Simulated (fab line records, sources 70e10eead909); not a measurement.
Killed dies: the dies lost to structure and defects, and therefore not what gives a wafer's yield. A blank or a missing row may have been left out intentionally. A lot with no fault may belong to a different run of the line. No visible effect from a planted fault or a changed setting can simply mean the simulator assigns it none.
Chamber matching ; flow nandHarc ; NHARC_P_ZERO_WELL_DESCUM_13 on rieDiel-04 has 4 sister chambers
The step chemistry O2, time 3 s. 4 wafers are shown with their chamber, then 8 later ones without.

## WAFERS PAIRED WITH THEIR CHAMBERS
wafer;chamber;drypumpMotorCurrentA (A)
L220.4;0;5.82
L220.5;2;5.66
L220.6;1;5.47
L226.3;3;5.62

## WAFERS MISSING THEIR CHAMBER
wafer;drypumpMotorCurrentA (A)
L226.5;5.78
L226.6;5.63
L227.2;5.45
L227.4;5.79
L227.6;5.46
L228.1;5.65
L228.2;5.46
L228.5;5.68

## EACH ONE'S CHAMBER
wafer;from the rows above;in truth
L226.5;0;0
L226.6;can't be placed: 3 or 2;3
L227.2;1;1
L227.4;0;0
L227.6;1;1
L228.1;can't be placed: 2 or 3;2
L228.2;1;1
L228.5;can't be placed: 2 or 3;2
Placed correctly: 5 of 8. These rows do not allow placing 3 (true chamber among the candidates in 3). Wrongly placed: 0.
How it was worked out, from the rows above alone: a wafer's distance from a chamber is the root of the sum, over the readings, of the square of ((its reading less the chamber's mean) divided by the reading's scatter). If the next closest chamber is less than 2 further off than the closest, the wafer can't be placed; otherwise it belongs to the closest. Each chamber's mean is taken over the wafers shown for it. The scatter: root of mean squared gap, hidden wafer to nearest shown wafer, with one shown wafer a chamber.
